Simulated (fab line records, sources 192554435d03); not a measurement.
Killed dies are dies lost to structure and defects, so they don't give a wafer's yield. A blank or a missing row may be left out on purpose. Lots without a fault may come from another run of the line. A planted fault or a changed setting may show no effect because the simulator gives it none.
fab line records | flow n5_finfet
record lots=7 wafers=21 last_day=18
route steps=1938 shown FIN_SAQP@150 FIN_CUT@154
lots that met no fault: from a run of the same line without faults
start_h: hours from the record's first day to the start of the lot's first wafer shown | wait_h: hours since the lot's step before | " the same as in the row above | L1.1+2: a row that stands for several wafers | - no value, or no start given | * or withheld: withheld | < > ~ a bound
route shown NAME@n: a module of which the file shows steps, and the number in the route of the first | usual: mean/standard deviation of fault-free wafers | same: alike in all rows | chamber/n: place in a boat | sites: the reading at each site | _std_site: their standard deviation | _edge_site: outer sites' mean less inner sites' | radius_mm: how far each site lies from the wafer's centre | mask NAME#n: copy n | behind: the tool/chamber that last shaped the wafer | hold: why the lot was held/for how many hours/how that ended | device: the transistor (n, p or np) that didn't switch | end of line: the same wafers' tests at the end of the route | a step without rows: its recipe alone | killed: dies lost to structure and defects at the first sort, not the wafer's yield | map: a wafer's dies, x killed, . not, _ none there
set.NAME: the setting as run; set.NAME@STEP: as run at that earlier step | model.NAME: the simulator's own value behind a step, which no gauge read
lots at some steps of the route; a table a step, a row a wafer
services: from which hour (start_h, from the record's first day; less than 0 if before it) a tool's chamber was out of use, for how many hours, and why
## steps
# step N5_FIN_SAQP_PRECLEAN_45
# recipe chemistry=dHF time_s=10 dilution=500:1 temp_c=25
# step N5_FIN_SAQP_SRD_39
# recipe dry=ipa_marangoni time_s=30 temp_c=23 rinse_liquid=diw
# step N5_FIN_SAQP_OCD_MEAS_76
# usual trench_depth_nm=120.5/1.5
# columns lot.wafer tool chamber start_h wait_h trench_depth_nm
L707.2 ocd-01 - 92.53 0.0 122.4
L707.4 " - " " 122.4
L707.5 " - " " 120.8
L708.1 ocd-02 - 100.55 0.0 120.3
L708.2 " - " " 121.6
L708.6 " - " " 121.5
L709.1 ocd-01 - 109.06 0.0 119.3
L709.4 " - " " 118.0
L709.6 " - " " 118.5
L713.3 ocd-01 - 127.91 0.0 121.2
L713.5 " - " " 119.8
L713.6 " - " " 121.6
L716.2 ocd-02 - 147.24 0.0 119.0
L716.3 " - " " 117.9
L716.6 " - " " 121.7
L717.1 ocd-01 - 152.93 0.0 119.5
L717.4 " - " " 118.6
L717.5 " - " " 120.1
L719.1 ocd-02 - 164.16 0.0 123.6
L719.2 " - " " 117.9
L719.4 " - " " 118.4
# step N5_FIN_SAQP_INSPECT_40
# recipe inspect_instrument=brightfield mode=aei
# usual raw_defect_count=229/69
# columns lot.wafer tool chamber start_h wait_h raw_defect_count
L707.2 defect_inspect-01 - 92.56 0.0 306
L707.4 " - " " 197
L707.5 " - " " 308
L708.1 defect_inspect-01 - 100.58 0.0 151
L708.2 " - " " 154
L708.6 " - " " 220
L709.1 defect_inspect-02 - 109.09 0.0 223
L709.4 " - " " 198
L709.6 " - " " 160
L713.3 defect_inspect-01 - 127.94 0.0 287
L713.5 " - " " 282
L713.6 " - " " 230
L716.2 defect_inspect-02 - 147.27 0.0 281
L716.3 " - " " 167
L716.6 " - " " 196
L717.1 defect_inspect-01 - 152.96 0.0 304
L717.4 " - " " 119
L717.5 " - " " 110
L719.1 defect_inspect-02 - 164.19 0.0 193
L719.2 " - " " 235
L719.4 " - " " 216
# step N5_FIN_CUT_COAT_18
# recipe resist=SOC temp_c=250 time_s=60 spin_rpm=1500 resist_thk_nm=230
# step N5_FIN_CUT_COAT_19
# recipe resist=SiARC temp_c=220 time_s=60 spin_rpm=1500 resist_thk_nm=20
# step N5_FIN_CUT_COAT_29
# recipe resist=underlayer temp_c=205 time_s=60 spin_rpm=1500 resist_thk_nm=10
# step N5_FIN_CUT_COAT_02
# recipe resist=CAR-EUV spin_rpm=1500 resist_thk_nm=30
# step N5_FIN_CUT_EBR_04
# recipe solvent=PGMEA ebr_width_mm=1.5
# step N5_FIN_CUT_SOFTBAKE_03
# recipe temp_c=110 time_s=60 resist=CAR-EUV
# step N5_FIN_CUT_EXPOSE_05
# recipe mask_id=FIN_CUT na=0.33 source_shape=annular sigma_inner=0.35 sigma_outer=0.8 polarization=unpolarized dose_mj=45.75
# step N5_FIN_CUT_PEB_06
# recipe peb_temp_c=100 peb_time_s=60 resist=CAR-EUV
# step N5_FIN_CUT_DEVELOP_07
# recipe develop_time_s=30 developer=TMAH resist=CAR-EUV rinse_liquid=surfactant_rinse dry=air_spin dev_temp_c=23
# usual chill_plate_temp_C=23.00/0.1 develop_time_s=30/0
# columns lot.wafer tool chamber start_h wait_h chill_plate_temp_C develop_time_s model.CAR-EUV_of_FIN_CUT_COAT_02.thk_nm
L707.2 litho_track-04 - 92.81 - - - 30.2
L707.4 " - " " - - 30
L707.5 " - " " - - 30
L708.1 litho_track-03 - 100.82 - - - 30
L708.2 " - " " - - 30
L708.6 " - " " - - 30
L709.1 litho_track-04 - 109.46 - - - 30
L709.4 " - " " - - 30
L709.6 " - " " - - 30
L713.3 litho_track-04 0 128.19 - 23.12 30 29.6
L713.5 " 0 " " 22.98 30 29.6
L713.6 " 0 " " 23.05 30 29.6
L716.2 litho_track-04 0 147.51 - 23.14 30 29.6
L716.3 " 0 " " 23.09 30 29.6
L716.6 " 0 " " 23.03 30 29.6
L717.1 litho_track-03 0 153.33 - 23.11 30 29.6
L717.4 " 0 " " 23.10 30 29.4
L717.5 " 0 " " 23.03 30 29.6
L719.1 litho_track-05 0 164.56 - 23.01 30 29.6
L719.2 " 0 " " 22.97 30 29.6
L719.4 " 0 " " 23.07 30 29.6
# step N5_FIN_CUT_CD_MEAS_08
# recipe target_cd_nm=29.1 landing_energy_ev=500 detector=se_inlens polarity=opening
# usual cd_nm=29.14/0.25
# columns lot.wafer tool chamber start_h wait_h cd_nm
L707.2 cd_sem-02 0 92.86 - -
L707.4 " 0 " " -
L707.5 " 0 " " -
L708.1 cd_sem-03 0 100.88 - -
L708.2 " 0 " " -
L708.6 " 0 " " -
L709.1 cd_sem-03 0 109.51 - -
L709.4 " 0 " " -
L709.6 " 0 " " -
L713.3 cd_sem-01 0 128.25 - 28.95
L713.5 " 0 " " 29.22
L713.6 " 0 " " 28.92
L716.2 cd_sem-02 0 147.57 - 29.31
L716.3 " 0 " " 28.95
L716.6 " 0 " " 29.39
L717.1 cd_sem-03 0 153.39 - 29.37
L717.4 " 0 " " 28.89
L717.5 " 0 " " 29.39
L719.1 cd_sem-01 0 164.62 - 29.25
L719.2 " 0 " " 29.07
L719.4 " 0 " " 29.33
## services
# columns tool chamber start_h hours kind
litho_track-05 - 111.09 - consumable_replace:filter
## key
first_sign step=N5_FIN_CUT_DEVELOP_07 reading=tool_record direction=missing
effect none on later readings
model_effect step=N5_FIN_CUT_DEVELOP_07 value=CAR-EUV_of_FIN_CUT_COAT_02.thk_nm without=29.6 struck=30.02
met_at N5_FIN_CUT_DEVELOP_07
struck_wafers L707.2,L707.4,L707.5,L708.1,L708.2,L708.6,L709.1,L709.4,L709.6
later_rows_left_out L707.2,L707.4,L707.5,L708.1,L708.2,L708.6,L709.1,L709.4,L709.6
sort_left_out L707.2,L707.4,L707.5,L708.1,L708.2,L708.6,L709.1,L709.4,L709.6
fault kind=skipped_step_whole tool=litho_track-03,litho_track-04 chamber=- onset_h=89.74 steps=N5_FIN_CUT_DEVELOP_07 scope=struck_lots_only
# sort_left_out: the simulated sort isn't trusted on such a fault, so these wafers' sort isn't shown, and their yield isn't known
# later_rows_left_out: the simulator's readings of these wafers behind a module that went badly wrong aren't trusted and aren't shown, but for the sort
